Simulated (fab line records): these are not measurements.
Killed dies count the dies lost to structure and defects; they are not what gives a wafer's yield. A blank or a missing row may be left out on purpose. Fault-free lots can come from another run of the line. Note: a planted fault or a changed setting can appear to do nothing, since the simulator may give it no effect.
Chamber matching    flow nand harc    4 sister chambers for NHARC_A_STAIRCASE_DESCUM_252 on rie diel-03
The step chemistry O2, time 3 s. 4 wafers are shown with their chamber, then 10 later ones without.

== WAFERS WITH THEIR CHAMBER ==
wafer   chamber  drypump motor current A (A)
L092.5  1        5.8
L091.1  2        5.3
L091.2  3        5.6
L096.5  0        5.2

== WAFERS WITHOUT THEIR CHAMBER ==
wafer   drypump motor current A (A)
L096.6  5.8
L096.2  5.8
L096.3  5.3
L096.4  5.6
L095.1  5.9
L095.2  5.6
L095.4  5.2
L095.3  5.4
L095.5  5.6
L095.6  5.2

== THE CHAMBER EACH PASSED THROUGH ==
wafer   from the rows above  in truth
L096.6  1                    1
L096.2  1                    1
L096.3  2                    2
L096.4  3                    3
L095.1  1                    1
L095.2  3                    3
L095.4  0                    0
L095.3  2                    2
L095.5  3                    3
L095.6  0                    0
Correct placement for 10 of the 10. Not placeable from these rows: 0. Number placed wrongly: 0.
How it was worked out, from the rows above alone: a wafer's distance from a chamber is the root of the sum, over the readings, of the square of ((its reading less the chamber's mean) divided by the reading's scatter). If the next closest chamber is less than 2 further off than the closest, the wafer can't be placed; otherwise it belongs to the closest. For every chamber, the mean is computed from those of its wafers that are shown. The scatter: with one shown wafer a chamber, the root of the mean of the squares of how far each hidden wafer lies from its nearest shown one.
